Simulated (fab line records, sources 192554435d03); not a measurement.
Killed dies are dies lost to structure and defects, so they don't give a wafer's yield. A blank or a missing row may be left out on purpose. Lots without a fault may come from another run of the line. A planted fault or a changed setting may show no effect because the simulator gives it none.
Chamber matching | flow n5_finfet | N5_BEOL_M10_CURE_71 on uv_cure-01: 3 sister chambers
The step cures SiCOH lowk, time 240 s. 3 wafers are shown with their chamber, then 7 later ones without.

WAFERS WITH THEIR CHAMBER
wafer  | chamber | wafer_temp_C_max
L084.6 | 2       | 387.6
L087.5 | 0       | 386.1
L090.4 | 1       | 387.3

WAFERS WITHOUT THEIR CHAMBER
wafer  | wafer_temp_C_max
L090.6 | 387.4
L095.1 | 387.1
L095.4 | 387.2
L095.6 | 388.6
L095.2 | 387.8
L095.3 | 387.1
L095.5 | 386.9

WHICH CHAMBER EACH WENT THROUGH
wafer  | from the rows above          | in truth
L090.6 | can't be placed: 1 or 2      | 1
L095.1 | can't be placed: 1 or 2 or 0 | 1
L095.4 | can't be placed: 1 or 2      | 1
L095.6 | can't be placed: 2 or 1      | 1
L095.2 | can't be placed: 2 or 1      | 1
L095.3 | can't be placed: 1 or 2 or 0 | 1
L095.5 | can't be placed: 1 or 2 or 0 | 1
Placed correctly: 0 of 7. Can't be placed from these rows: 7 (the true chamber is among the candidates in 7). Placed wrongly: 0.
How it was worked out, from the rows above alone: a wafer's distance from a chamber is the root of the sum, over the readings, of the square of ((its reading less the chamber's mean) divided by the reading's scatter). The wafer belongs to the nearest chamber; if the next one is less than 2 further off, it can't be placed. A chamber's mean is the mean of its shown wafers. The scatter: with one shown wafer a chamber, the root of the mean of the squares of how far each hidden wafer lies from its nearest shown one.
